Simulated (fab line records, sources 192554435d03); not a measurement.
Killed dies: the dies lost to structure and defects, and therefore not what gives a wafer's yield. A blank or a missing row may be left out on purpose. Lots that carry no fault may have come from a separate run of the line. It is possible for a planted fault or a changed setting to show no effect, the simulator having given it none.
fab line records ; flow n5_finfet
[record] lots = 7; wafers = 21
route steps=1938 shown BEOL_M3@938 BEOL_M4@1031 BEOL_M5@1157 BEOL_M6@1220 BEOL_M8@1342
start_h: the number of hours between the record's first day and the start of the first shown wafer of the lot ; wait_h: how many hours have passed since the lot's step before this one ; " identical to the entry in the row above ; L1.1+2: one row covering several wafers at once ; - value missing, or start not given ; * or withheld: withheld ; < > ~ a bound
route shown NAME@n: a module of which the file shows steps, and the number in the route of the first ; usual: mean/standard deviation taken from wafers without a fault ; same: alike in all rows ; chamber/n: place in a boat ; sites: per-site readings ; _std_site: the values' standard deviation ; _edge_site: the outer-site mean with the inner-site mean subtracted ; radius_mm: for every site, how far away it sits from the centre of the wafer ; mask NAME#n: copy n ; behind: the tool/chamber that last shaped the wafer ; hold: why the lot went on hold/how many hours it stayed there/how the hold came to an end ; device: names the non-switching transistor (n, p or np) ; end of line: tests run on the same wafers once the route is complete ; step lacking rows: just its recipe ; killed: dies that structure and defects cost at the first sort, which is not the same as the wafer's yield ; map: the dies of a wafer, with x for killed, . for not killed, _ for no die there
set.NAME: the setting the step ran with; set.NAME@STEP: the setting that earlier step ran with ; model.NAME: the simulator's own value behind a step, which no gauge read
lots where settings were altered on purpose, with a table for each step and a row for each wafer
[[steps]]
[step N5_BEOL_M3_COAT_05]
[recipe] resist = CAR-EUV; spin_rpm = 1500; resist_thk_nm = 30
lot.wafer;tool;chamber;start_h;wait_h;set.spin_rpm;model.CAR-EUV_of_BEOL_M3_COAT_05.thk_nm
L075.2+3+6;litho_track-04;0;-;-;1500;30
L079.3+6;litho_track-04;0;-;-;1500;30
L079.4;litho_track-04;0;-;-;1569;29.4
L081.1+2;litho_track-04;0;-;-;1500;30
L081.4;litho_track-04;0;-;-;1500;30.2
L088.1+4;litho_track-03;0;-;-;1500;29.8
L088.2;litho_track-03;0;-;-;1500;30
L091.2+4+6;litho_track-03;0;-;-;1500;30
L095.1+3+4;litho_track-04;0;-;-;1500;30
L096.4;litho_track-03;0;-;-;1500;30.2
L096.5;litho_track-03;0;-;-;1364;31.6
L096.6;litho_track-03;0;-;-;1500;30
[step N5_BEOL_M3_EBR_07]
[recipe] solvent = PGMEA; ebr_width_mm = 1.5
[step N5_BEOL_M3_SOFTBAKE_06]
[recipe] temp_c = 110; time_s = 60; resist = CAR-EUV
[step N5_BEOL_M3_EXPOSE_08]
[recipe] mask_id = M3; na = 0.33; source_shape = dipole; sigma_inner = 0.369; sigma_outer = 0.767; polarization = unpolarized; dose_mj = 33
[step N5_BEOL_M3_PEB_09]
[recipe] peb_temp_c = 100; peb_time_s = 60; resist = CAR-EUV
[step N5_BEOL_M3_DEVELOP_10]
[recipe] develop_time_s = 30; developer = TMAH; resist = CAR-EUV; rinse_liquid = surfactant_rinse; dry = air_spin; dev_temp_c = 23
lot.wafer;tool;chamber;start_h;wait_h;set.spin_rpm@BEOL_M3_COAT_05;model.CAR-EUV_of_BEOL_M3_COAT_05.thk_nm
L075.2+3+6;litho_track-01;0;-;-;1500;29.6
L079.3+6;litho_track-01;0;-;-;1500;29.6
L079.4;litho_track-01;0;-;-;1569;28.8
L081.1+2+4;litho_track-03;0;-;-;1500;29.6
L088.1+2+4;litho_track-03;0;-;-;1500;29.4
L091.2;litho_track-04;0;-;-;1500;29.4
L091.4+6;litho_track-04;0;-;-;1500;29.6
L095.1+3+4;litho_track-04;0;-;-;1500;29.6
L096.4+6;litho_track-03;0;-;-;1500;29.6
L096.5;litho_track-03;0;-;-;1364;31.2
[step N5_BEOL_M3_DESCUM_16]
[recipe] chemistry = O2; time_s = 7; source_power_w = 50; bias_power_w = 20; pressure_mtorr = 20; rf_frequency_hz = 2.712e+07; temp_c = 40; resist = CAR-EUV; o2_flow_sccm = 225
[step N5_BEOL_M3_ETCH_74]
[recipe] chemistry = N2/H2; target = underlayer; target_depth_a = 65; mask_material = CAR-EUV; time_s = 5.2; ion_energy_ev = 200; pressure_mtorr = 30; source_w = 840; bias_w = 150; n2_flow_sccm = 200; h2_flow_sccm = 200; ends = cleared
lot.wafer;tool;chamber;start_h;wait_h;set.spin_rpm@BEOL_M3_COAT_05;model.CAR-EUV_of_BEOL_M3_COAT_05.thk_nm
L075.2+3+6;rie_diel-05;3,1,3;181.32;0.0;1500;20.4
L079.3+6;rie_diel-05;1,2;187.65;0.0;1500;20.2
L079.4;rie_diel-05;0;187.65;0.0;1569;19.6
L081.1+2+4;rie_diel-04;2,0,3;197.84;0.0;1500;20.4
L088.1+2+4;rie_diel-04;2,1,0;260.66;0.0;1500;20.2
L091.2;rie_diel-04;1;269.02;0.0;1500;20.2
L091.4+6;rie_diel-04;3;269.02;0.0;1500;20.4
L095.1+3+4;rie_diel-01;2,1,0;287.98;0.0;1500;20.4
L096.4+6;rie_diel-05;0;290.77;0.0;1500;20.4
L096.5;rie_diel-05;1;290.77;0.0;1364;21.8
[step N5_BEOL_M4_EXPOSE_08]
[recipe] mask_id = M4; na = 0.33; source_shape = dipole; sigma_inner = 0.369; sigma_outer = 0.767; polarization = unpolarized; dose_mj = 41.25
lot.wafer;tool;chamber;start_h;wait_h;mask;set.dose_mj
L075.2;euv_scanner-01;0;208.91;-;M4#0;41.25
L075.3+6;euv_scanner-01;0;208.91;-;M4#0;43.07
L079.3+6;euv_scanner-02;0;213.69;-;M4#0;41.25
L079.4;euv_scanner-02;0;213.69;-;M4#0;38.55
L081.1+2+4;euv_scanner-02;0;223.89;-;M4#0;41.25
L088.1+2+4;euv_scanner-01;0;281.97;-;M4#0;41.25
L091.2;euv_scanner-01;0;284.47;-;M4#0;41.25
L091.4+6;euv_scanner-01;0;284.47;-;M4#0;42.51
L095.1+3+4;euv_scanner-02;0;311.95;-;M4#0;41.25
L096.4+5;euv_scanner-02;0;316.37;-;M4#0;41.25
L096.6;euv_scanner-02;0;316.37;-;M4#0;39.09
[step N5_BEOL_M4_PEB_09]
[recipe] peb_temp_c = 100; peb_time_s = 60; resist = CAR-EUV
[step N5_BEOL_M4_DEVELOP_10]
[recipe] develop_time_s = 30; developer = TMAH; resist = CAR-EUV; rinse_liquid = surfactant_rinse; dry = air_spin; dev_temp_c = 23
[step N5_BEOL_M4_CD_MEAS_11]
[recipe] target_cd_nm = 16.79; landing_energy_ev = 500; detector = se_inlens; polarity = opening
[usual] cd_nm = 16.82/0.23
lot.wafer;tool;chamber;start_h;wait_h;set.dose_mj@BEOL_M4_EXPOSE_08;cd_nm
L075.2;cd_sem-02;0;209.04;-;41.25;16.98
L075.3;cd_sem-02;0;209.04;-;43.07;17.60
L075.6;cd_sem-02;0;209.04;-;43.07;17.60
L079.3;cd_sem-01;0;213.81;-;41.25;16.82
L079.4;cd_sem-01;0;213.81;-;38.55;15.36
L079.6;cd_sem-01;0;213.81;-;41.25;17.13
L081.1;cd_sem-03;0;224.03;-;41.25;17.10
L081.2;cd_sem-03;0;224.03;-;41.25;16.73
L081.4;cd_sem-03;0;224.03;-;41.25;16.93
L088.1;cd_sem-01;0;282.11;-;41.25;16.82
L088.2;cd_sem-01;0;282.11;-;41.25;17.05
L088.4;cd_sem-01;0;282.11;-;41.25;16.85
L091.2;cd_sem-02;0;284.59;-;41.25;17.04
L091.4;cd_sem-02;0;284.59;-;42.51;17.48
L091.6;cd_sem-02;0;284.59;-;42.51;17.21
L095.1;cd_sem-01;0;312.08;-;41.25;16.86
L095.3;cd_sem-01;0;312.08;-;41.25;17.09
L095.4;cd_sem-01;0;312.08;-;41.25;17.17
L096.4;cd_sem-02;0;316.49;-;41.25;16.71
L096.5;cd_sem-02;0;316.49;-;41.25;17.01
L096.6;cd_sem-02;0;316.49;-;39.09;15.65
[step N5_BEOL_M4_DESCUM_16]
[recipe] chemistry = O2; time_s = 7; source_power_w = 50; bias_power_w = 20; pressure_mtorr = 20; rf_frequency_hz = 2.712e+07; temp_c = 40; resist = CAR-EUV; o2_flow_sccm = 225
[step N5_BEOL_M4_ETCH_74]
[recipe] chemistry = N2/H2; target = underlayer; target_depth_a = 65; mask_material = CAR-EUV; time_s = 5.2; ion_energy_ev = 200; pressure_mtorr = 30; source_w = 840; bias_w = 150; n2_flow_sccm = 200; h2_flow_sccm = 200; ends = cleared
lot.wafer;tool;chamber;start_h;wait_h;set.dose_mj@BEOL_M4_EXPOSE_08;model.BEOL_M4.cd_offset_nm
L075.2;rie_diel-02;3;209.20;0.0;41.25;0
L075.3+6;rie_diel-02;2,3;209.20;0.0;43.07;0.6
L079.3+6;rie_diel-06;1;213.96;0.0;41.25;0
L079.4;rie_diel-06;0;213.96;0.0;38.55;-1.6
L081.1+4;rie_diel-06;3,2;224.63;0.0;41.25;0
L081.2;rie_diel-06;1;224.63;0.0;41.25;0.2
L088.1+4;rie_diel-03;1,0;282.26;0.0;41.25;0
L088.2;rie_diel-03;3;282.26;0.0;41.25;0.2
L091.2;rie_diel-06;0;284.75;0.0;41.25;-0.2
L091.4+6;rie_diel-06;1,2;284.75;0.0;42.51;0.6
L095.1+3;rie_diel-02;1,3;312.23;0.0;41.25;0
L095.4;rie_diel-02;0;312.23;0.0;41.25;0.4
L096.4;rie_diel-03;1;316.64;0.0;41.25;0
L096.5;rie_diel-03;0;316.64;0.0;41.25;0.2
L096.6;rie_diel-03;3;316.64;0.0;39.09;-1
[step N5_BEOL_M4_ETCH_63]
[recipe] chemistry = CF4; target = SiARC; target_depth_a = 156; mask_material = CAR-EUV; time_s = 26; ion_energy_ev = 80; pressure_mtorr = 40; source_w = 545; bias_w = 36; Ar_flow_sccm = 100; cf4_flow_sccm = 100; ends = cleared
[step N5_BEOL_M4_ETCH_64]
[recipe] chemistry = N2/H2; target = SOC; target_depth_a = 750; overetch_a = 225; mask_material = SiARC; temp_c = 40; time_s = 121.9; ion_energy_ev = 200; pressure_mtorr = 30; source_w = 840; bias_w = 150; n2_flow_sccm = 200; h2_flow_sccm = 200
lot.wafer;tool;chamber;start_h;wait_h;set.dose_mj@BEOL_M4_EXPOSE_08;model.BEOL_M4.cd_offset_nm
L075.2;rie_diel-02;3;209.25;0.0;41.25;-0.2
L075.3;rie_diel-02;2;209.25;0.0;43.07;0.6
L075.6;rie_diel-02;3;209.25;0.0;43.07;0.4
L079.3+6;rie_diel-06;1;214.01;0.0;41.25;0.2
L079.4;rie_diel-06;0;214.01;0.0;38.55;-1.6
L081.1+4;rie_diel-06;3,2;224.68;0.0;41.25;0
L081.2;rie_diel-06;1;224.68;0.0;41.25;0.4
L088.1;rie_diel-03;1;282.31;0.0;41.25;-0.4
L088.2;rie_diel-03;3;282.31;0.0;41.25;0.4
L088.4;rie_diel-03;0;282.31;0.0;41.25;0.2
L091.2;rie_diel-06;0;284.79;0.0;41.25;-0.4
L091.4+6;rie_diel-06;1,2;284.79;0.0;42.51;0.6
L095.1;rie_diel-02;1;312.28;0.0;41.25;0.4
L095.3;rie_diel-02;3;312.28;0.0;41.25;0.2
L095.4;rie_diel-02;0;312.28;0.0;41.25;0.6
L096.4;rie_diel-03;1;316.68;0.0;41.25;0
L096.5;rie_diel-03;0;316.68;0.0;41.25;0.2
L096.6;rie_diel-03;3;316.68;0.0;39.09;-0.6
[step N5_BEOL_M4_STRIP_65]
[recipe] chemistry = N2/H2; temp_c = 40; n2_flow_sccm = 200; h2_flow_sccm = 200; rf_frequency_hz = 6e+07
[step N5_BEOL_M4_STRIP_75]
[recipe] chemistry = N2/H2; temp_c = 40; n2_flow_sccm = 200; h2_flow_sccm = 200; rf_frequency_hz = 6e+07
[step N5_BEOL_M4_STRIP_66]
[recipe] chemistry = CF4; resist = SiARC; power_w = 300; bias_power_w = 75; pressure_mtorr = 50; cf4_flow_sccm = 150; rf_frequency_hz = 6e+07
[step N5_BEOL_M4_HM_OPEN_17]
[recipe] chemistry = Cl2/BCl3; target_depth_a = 200; overetch_a = 60; target = TiN; mask_material = SOC; ion_energy_ev = 150; pressure_mtorr = 10; icp_w = 1000; bias_w = 126; Cl2_flow_sccm = 53.25; bcl3_flow_sccm = 21.75; Ar_flow_sccm = 25
lot.wafer;tool;chamber;start_h;wait_h;set.dose_mj@BEOL_M4_EXPOSE_08;model.BEOL_M4.cd_offset_nm
L075.2;rie_metal-01;0;209.42;0.0;41.25;-0.2
L075.3;rie_metal-01;1;209.42;0.0;43.07;0.4
L075.6;rie_metal-01;1;209.42;0.0;43.07;0.2
L079.3;rie_metal-02;1;214.21;0.1;41.25;0.2
L079.4;rie_metal-02;0;214.21;0.1;38.55;-1.4
L079.6;rie_metal-02;1;214.21;0.1;41.25;0
L081.1+4;rie_metal-03;1;224.85;0.0;41.25;0
L081.2;rie_metal-03;0;224.85;0.0;41.25;0.4
L088.1;rie_metal-03;1;282.48;0.0;41.25;-0.2
L088.2;rie_metal-03;0;282.48;0.0;41.25;0.6
L088.4;rie_metal-03;0;282.48;0.0;41.25;0.2
L091.2;rie_metal-01;0;284.97;0.0;41.25;-0.4
L091.4;rie_metal-01;0;284.97;0.0;42.51;0.8
L091.6;rie_metal-01;1;284.97;0.0;42.51;0.6
L095.1+3;rie_metal-01;1,0;312.45;0.0;41.25;0.2
L095.4;rie_metal-01;1;312.45;0.0;41.25;0.4
L096.4;rie_metal-03;0;316.95;0.1;41.25;0
L096.5;rie_metal-03;0;316.95;0.1;41.25;0.4
L096.6;rie_metal-03;0;316.95;0.1;39.09;-0.6
[step N5_BEOL_M5_VIA_ETCH_34]
[recipe] chemistry = C4F6/O2; target = SiCOH_lowk; target_depth_a = 883; mask_material = SOC; taper_deg = 4; time_s = 39.2; ion_energy_ev = 250; pressure_mtorr = 30; source_w = 345; bias_w = 185; Ar_flow_sccm = 300; C4F6_flow_sccm = 10; O2_flow_sccm = 10
[usual] rf_vpp_V = 663/16
lot.wafer;tool;chamber;start_h;wait_h;set.source_w;rf_vpp_V
L075.2;rie_diel-04;1;236.63;0.0;345;661
L075.3;rie_diel-04;3;236.63;0.0;380.1;640
L075.6;rie_diel-04;1;236.63;0.0;345;661
L079.3;rie_diel-04;0;239.75;0.0;345;672
L079.4;rie_diel-04;1;239.75;0.0;345;662
L079.6;rie_diel-04;2;239.75;0.0;393.8;591
L081.1;rie_diel-05;0;258.30;0.0;345;658
L081.2;rie_diel-05;1;258.30;0.0;345;663
L081.4;rie_diel-05;3;258.30;0.0;345;654
L088.1;rie_diel-01;2;307.31;0.0;376;636
L088.2;rie_diel-01;3;307.31;0.0;345;658
L088.4;rie_diel-01;1;307.31;0.0;376;637
L091.2;rie_diel-04;1;317.66;0.0;384.1;626
L091.4;rie_diel-04;1;317.66;0.0;345;660
L091.6;rie_diel-04;0;317.66;0.0;345;672
L095.1;rie_diel-01;0;357.25;0.0;345;695
L095.3;rie_diel-01;2;357.25;0.0;388.3;622
L095.4;rie_diel-01;3;357.25;0.0;345;658
L096.4;rie_diel-01;0;360.33;0.0;345;694
L096.5;rie_diel-01;2;360.33;0.0;345;663
L096.6;rie_diel-01;3;360.33;0.0;395.8;614
[step N5_BEOL_M5_TRENCH_ETCH_37]
[recipe] chemistry = C4F6/O2; target_depth_a = 716.52; target = SiCOH_lowk; time_s = 24.7; ion_energy_ev = 250; pressure_mtorr = 30; source_w = 345; bias_w = 185; Ar_flow_sccm = 300; C4F6_flow_sccm = 10; O2_flow_sccm = 10
[usual] rf_vpp_V = 663/16
lot.wafer;tool;chamber;start_h;wait_h;set.bias_w;rf_vpp_V
L075.2;rie_diel-04;1;-;-;214.9;744
L075.3;rie_diel-04;3;-;-;214.9;754
L075.6;rie_diel-04;1;-;-;185;659
L079.3;rie_diel-04;0;-;-;204.6;728
L079.4;rie_diel-04;1;-;-;185;660
L079.6;rie_diel-04;2;-;-;204.6;686
L081.1;rie_diel-05;0;-;-;185;657
L081.2;rie_diel-05;1;-;-;185;663
L081.4;rie_diel-05;3;-;-;185;653
L088.1;rie_diel-01;2;-;-;185;662
L088.2;rie_diel-01;3;-;-;185;658
L088.4;rie_diel-01;1;-;-;196.5;697
L091.2;rie_diel-04;1;-;-;200.2;703
L091.4;rie_diel-04;1;-;-;185;660
L091.6;rie_diel-04;0;-;-;200.2;715
L095.1;rie_diel-01;0;-;-;185;696
L095.3;rie_diel-01;2;-;-;185;662
L095.4;rie_diel-01;3;-;-;185;656
L096.4;rie_diel-01;0;-;-;185;697
L096.5;rie_diel-01;2;-;-;185;663
L096.6;rie_diel-01;3;-;-;185;657
[step N5_BEOL_M6_COAT_71]
[recipe] resist = underlayer; temp_c = 205; time_s = 60; spin_rpm = 1500; resist_thk_nm = 5
lot.wafer;tool;chamber;start_h;wait_h;set.spin_rpm
L079.3+4;litho_track-01;0;-;-;1500
L079.6;litho_track-01;0;-;-;1567
L075.2+6;litho_track-05;0;-;-;1500
L075.3;litho_track-05;0;-;-;1392
L081.1+2+4;litho_track-05;0;-;-;1500
L088.1+2+4;litho_track-05;0;-;-;1500
L091.2+4+6;litho_track-05;0;-;-;1500
L095.1+3+4;litho_track-03;0;-;-;1500
L096.4+5;litho_track-01;0;-;-;1558
L096.6;litho_track-01;0;-;-;1500
[step N5_BEOL_M6_COAT_22]
[recipe] resist = CAR-EUV; spin_rpm = 1500; resist_thk_nm = 30
lot.wafer;tool;chamber;start_h;wait_h;set.spin_rpm;model.CAR-EUV_of_BEOL_M6_COAT_22.thk_nm
L079.3;litho_track-01;0;-;-;1500;30
L079.4+6;litho_track-01;0;-;-;1500;30.2
L075.2;litho_track-05;0;-;-;1380;31.4
L075.3+6;litho_track-05;0;-;-;1500;30
L081.1+2+4;litho_track-05;0;-;-;1500;30.2
L088.1;litho_track-05;0;-;-;1348;32
L088.2;litho_track-05;0;-;-;1348;31.8
L088.4;litho_track-05;0;-;-;1500;30.2
L091.2+4;litho_track-05;0;-;-;1565;29.4
L091.6;litho_track-05;0;-;-;1500;30.2
L095.1;litho_track-03;0;-;-;1500;30
L095.3;litho_track-03;0;-;-;1500;29.8
L095.4;litho_track-03;0;-;-;1364;31.4
L096.4;litho_track-01;0;-;-;1500;30.2
L096.5+6;litho_track-01;0;-;-;1609;29
[step N5_BEOL_M6_EBR_24]
[recipe] solvent = PGMEA; ebr_width_mm = 1.5
[step N5_BEOL_M6_SOFTBAKE_23]
[recipe] temp_c = 110; time_s = 60; resist = CAR-EUV
[step N5_BEOL_M6_EXPOSE_25]
[recipe] mask_id = V5; na = 0.33; source_shape = annular; sigma_inner = 0.4; sigma_outer = 0.8; polarization = unpolarized; target_cd_nm = 40; dose_mj = 45
[step N5_BEOL_M6_PEB_26]
[recipe] peb_temp_c = 100; peb_time_s = 60; resist = CAR-EUV
[step N5_BEOL_M6_DEVELOP_27]
[recipe] develop_time_s = 30; developer = TMAH; resist = CAR-EUV; rinse_liquid = surfactant_rinse; dry = air_spin; dev_temp_c = 23
lot.wafer;tool;chamber;start_h;wait_h;set.spin_rpm@BEOL_M6_COAT_22;model.CAR-EUV_of_BEOL_M6_COAT_22.thk_nm
L079.3+4+6;litho_track-03;0;-;-;1500;29.6
L075.2;litho_track-05;0;-;-;1380;31
L075.3+6;litho_track-05;0;-;-;1500;29.6
L081.1+2;litho_track-05;0;-;-;1500;29.8
L081.4;litho_track-05;0;-;-;1500;29.6
L088.1+2;litho_track-05;0;-;-;1348;31.4
L088.4;litho_track-05;0;-;-;1500;29.8
L091.2+4;litho_track-03;0;-;-;1565;29
L091.6;litho_track-03;0;-;-;1500;29.6
L095.1;litho_track-05;0;-;-;1500;29.6
L095.3;litho_track-05;0;-;-;1500;29.4
L095.4;litho_track-05;0;-;-;1364;31
L096.4;litho_track-03;0;-;-;1500;29.6
L096.5+6;litho_track-03;0;-;-;1609;28.6
[step N5_BEOL_M6_DESCUM_33]
[recipe] chemistry = O2; time_s = 7; source_power_w = 50; bias_power_w = 20; pressure_mtorr = 20; rf_frequency_hz = 2.712e+07; temp_c = 40; resist = CAR-EUV; o2_flow_sccm = 225
[step N5_BEOL_M6_ETCH_72]
[recipe] chemistry = N2/H2; target = underlayer; target_depth_a = 65; mask_material = CAR-EUV; time_s = 5.2; ion_energy_ev = 200; pressure_mtorr = 30; source_w = 840; bias_w = 150; n2_flow_sccm = 200; h2_flow_sccm = 200; ends = cleared
lot.wafer;tool;chamber;start_h;wait_h;set.spin_rpm@BEOL_M6_COAT_71;model.etch.depth_nm
L079.3;rie_diel-02;2;251.58;0.0;1500;5.021
L079.4;rie_diel-02;3;251.58;0.0;1500;5.016
L079.6;rie_diel-02;0;251.58;0.0;1567;4.909
L075.2;rie_diel-06;2;251.79;0.0;1500;4.998
L075.3;rie_diel-06;1;251.79;0.0;1392;5.206
L075.6;rie_diel-06;1;251.79;0.0;1500;5.015
L081.1;rie_diel-02;2;273.72;0.0;1500;5.017
L081.2;rie_diel-02;1;273.72;0.0;1500;5.024
L081.4;rie_diel-02;0;273.72;0.0;1500;5.018
L088.1;rie_diel-02;2;324.23;0.0;1500;4.999
L088.2;rie_diel-02;1;324.23;0.0;1500;4.998
L088.4;rie_diel-02;0;324.23;0.0;1500;4.968
L091.2;rie_diel-03;2;328.84;0.0;1500;5.023
L091.4;rie_diel-03;0;328.84;0.0;1500;5.021
L091.6;rie_diel-03;3;328.84;0.0;1500;5.017
L095.1;rie_diel-02;0;371.03;0.0;1500;4.995
L095.3;rie_diel-02;1;371.03;0.0;1500;4.981
L095.4;rie_diel-02;2;371.03;0.0;1500;4.987
L096.4;rie_diel-02;1;371.49;0.0;1558;4.918
L096.5;rie_diel-02;0;371.49;0.0;1558;4.911
L096.6;rie_diel-02;2;371.49;0.0;1500;5.003
[step N5_BEOL_M8_EXPOSE_08]
[recipe] mask_id = M8; na = 1.35; source_shape = dipole; sigma_inner = 0.817; sigma_outer = 0.97; polarization = te; dose_mj = 68.25
lot.wafer;tool;chamber;start_h;wait_h;mask;set.dose_mj
L079.3;arfi_scanner-03;0;267.29;-;M8#0;71.75
L079.4+6;arfi_scanner-03;0;267.29;-;M8#0;68.25
L075.2+6;arfi_scanner-01;0;268.83;-;M8#0;68.25
L075.3;arfi_scanner-01;0;268.83;-;M8#0;66.86
L081.1+2+4;arfi_scanner-03;0;286.97;-;M8#0;68.25
L088.1+2;arfi_scanner-02;0;339.11;-;M8#0;63.53
L088.4;arfi_scanner-02;0;339.11;-;M8#0;68.25
L091.2+6;arfi_scanner-02;0;340.09;-;M8#0;68.25
L091.4;arfi_scanner-02;0;340.09;-;M8#0;71.38
L096.4+6;arfi_scanner-01;0;384.09;-;M8#0;68.25
L096.5;arfi_scanner-01;0;384.09;-;M8#0;71.19
L095.1+4;arfi_scanner-03;0;384.23;-;M8#0;65.56
L095.3;arfi_scanner-03;0;384.23;-;M8#0;68.25
[[key]]
[split] step = N5_BEOL_M3_COAT_05; setting = spin_rpm; stated = 1500; by = wafer
[response] step = N5_BEOL_M3_COAT_05; reading = model.CAR-EUV_of_BEOL_M3_COAT_05.thk_nm; change = -0.158; per = 1%; r = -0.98
[response] step = N5_BEOL_M3_DEVELOP_10; reading = model.CAR-EUV_of_BEOL_M3_COAT_05.thk_nm; change = -0.176; per = 1%; r = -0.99
[response] step = N5_BEOL_M3_ETCH_74; reading = model.CAR-EUV_of_BEOL_M3_COAT_05.thk_nm; change = -0.15; per = 1%; r = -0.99
[split] step = N5_BEOL_M4_EXPOSE_08; setting = dose_mj; stated = 41.25; by = wafer
[response] step = N5_BEOL_M4_CD_MEAS_11; reading = cd_nm; change = +0.208; per = 1%; r = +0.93
[response] step = N5_BEOL_M4_ETCH_74; reading = model.BEOL_M4.cd_offset_nm; change = +0.215; per = 1%; r = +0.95
[response] step = N5_BEOL_M4_ETCH_64; reading = model.BEOL_M4.cd_offset_nm; change = +0.218; per = 1%; r = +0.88
[response] step = N5_BEOL_M4_HM_OPEN_17; reading = model.BEOL_M4.cd_offset_nm; change = +0.198; per = 1%; r = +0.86
[split] step = N5_BEOL_M5_VIA_ETCH_34; setting = source_w; stated = 345; by = wafer
[response] step = N5_BEOL_M5_VIA_ETCH_34; reading = rf_vpp_V; change = -4.03; per = 1%; r = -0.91
[split] step = N5_BEOL_M5_TRENCH_ETCH_37; setting = bias_w; stated = 185; by = wafer
[response] step = N5_BEOL_M5_TRENCH_ETCH_37; reading = rf_vpp_V; change = +5.37; per = 1%; r = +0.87
[split] step = N5_BEOL_M6_COAT_71; setting = spin_rpm; stated = 1500; by = wafer
[response] step = N5_BEOL_M6_ETCH_72; reading = model.etch.depth_nm; change = -0.0262; per = 1%; r = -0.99
[split] step = N5_BEOL_M6_COAT_22; setting = spin_rpm; stated = 1500; by = wafer
[response] step = N5_BEOL_M6_COAT_22; reading = model.CAR-EUV_of_BEOL_M6_COAT_22.thk_nm; change = -0.169; per = 1%; r = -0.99
[response] step = N5_BEOL_M6_DEVELOP_27; reading = model.CAR-EUV_of_BEOL_M6_COAT_22.thk_nm; change = -0.159; per = 1%; r = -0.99
[split] step = N5_BEOL_M8_EXPOSE_08; setting = dose_mj; stated = 68.25; by = wafer
response none in this file
